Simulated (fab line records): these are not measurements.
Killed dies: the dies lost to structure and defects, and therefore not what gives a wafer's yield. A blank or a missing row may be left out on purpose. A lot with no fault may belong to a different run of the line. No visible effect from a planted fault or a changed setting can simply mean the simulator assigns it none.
Matching of chambers + flow n5-finfet + rie-diel-06 running N5_BEOL_M8_STRIP_67: 4 sister chambers
The step strips in CF4. 18 wafers are shown with their chamber, then 9 later ones without.

## WAFERS WITH THEIR CHAMBER
| wafer  | chamber | drypump-motor-current-A (A) | showerhead-plenum-p-Torr (Torr) | rf-vpp-V (V) |
|--------|---------|-----------------------------|---------------------------------|--------------|
| L078.2 | 2       | 4.9                         | 1.77                            | 270.6        |
| L078.3 | 3       | 6.4                         | 1.89                            | 270.7        |
| L078.5 | 3       | 6.4                         | 1.89                            | 270.6        |
| L081.1 | 3       | 6.4                         | 1.89                            | 273.8        |
| L081.2 | 0       | 6.4                         | 1.81                            | 271.5        |
| L081.4 | 1       | 5.8                         | 1.73                            | 269.0        |
| L082.2 | 0       | 6.4                         | 1.81                            | 269.9        |
| L082.3 | 3       | 6.4                         | 1.89                            | 271.5        |
| L082.4 | 1       | 5.7                         | 1.73                            | 270.1        |
| L084.3 | 2       | 4.9                         | 1.77                            | 269.7        |
| L084.4 | 3       | 6.4                         | 1.89                            | 272.6        |
| L084.6 | 3       | 6.4                         | 1.89                            | 272.7        |
| L088.1 | 1       | 5.8                         | 1.73                            | 269.6        |
| L088.4 | 0       | 6.4                         | 1.80                            | 269.5        |
| L088.5 | 0       | 6.4                         | 1.80                            | 271.6        |
| L089.1 | 3       | 6.4                         | 1.88                            | 272.1        |
| L089.4 | 0       | 6.4                         | 1.80                            | 270.0        |
| L089.6 | 2       | 4.9                         | 1.76                            | 269.0        |

SIGNATURES, as means of the wafers listed above
| reading                  | chamber 0 | chamber 1 | chamber 2 | chamber 3 | scatter within a chamber |
|--------------------------|-----------|-----------|-----------|-----------|--------------------------|
| drypump-motor-current-A  | 6.400     | 5.767     | 4.900     | 6.400     | 0.0218                   |
| showerhead-plenum-p-Torr | 1.8040    | 1.7300    | 1.7667    | 1.8886    | 0.00441                  |
| rf-vpp-V                 | 270.500   | 269.567   | 269.767   | 272.000   | 0.99                     |
Rule: for a wafer and a chamber, the distance is found by dividing, reading by reading, the gap between the wafer's reading and the chamber's mean by the reading's scatter, squaring, summing and taking the root. The wafer belongs to the nearest chamber; if the next one is less than 2 further off, it can't be placed. How the scatter is found: for the shown wafers, subtract from each reading the mean of its chamber, square and add these, divide the total by (wafers less chambers), then take the root.

## WAFERS WITHOUT THEIR CHAMBER
| wafer  | drypump-motor-current-A (A) | showerhead-plenum-p-Torr (Torr) | rf-vpp-V (V) |
|--------|-----------------------------|---------------------------------|--------------|
| L091.2 | 5.8                         | 1.73                            | 269.9        |
| L091.3 | 6.4                         | 1.80                            | 269.3        |
| L091.5 | 4.9                         | 1.76                            | 270.1        |
| L094.2 | 4.9                         | 1.76                            | 269.3        |
| L094.3 | 6.4                         | 1.88                            | 271.2        |
| L094.6 | 4.9                         | 1.76                            | 269.4        |
| L095.2 | 4.9                         | 1.76                            | 271.1        |
| L095.5 | 5.7                         | 1.72                            | 270.1        |
| L095.6 | 6.4                         | 1.80                            | 271.2        |

## WHICH CHAMBER EACH ONE RAN IN
| wafer  | from the rows above | in truth |
|--------|---------------------|----------|
| L091.2 | 1                   | 1        |
| L091.3 | 0                   | 0        |
| L091.5 | 2                   | 2        |
| L094.2 | 2                   | 2        |
| L094.3 | 3                   | 3        |
| L094.6 | 2                   | 2        |
| L095.2 | 2                   | 2        |
| L095.5 | 1                   | 1        |
| L095.6 | 0                   | 0        |
Correct placement for 9 of the 9. Not placeable from these rows: 0. Wrongly placed: 0.
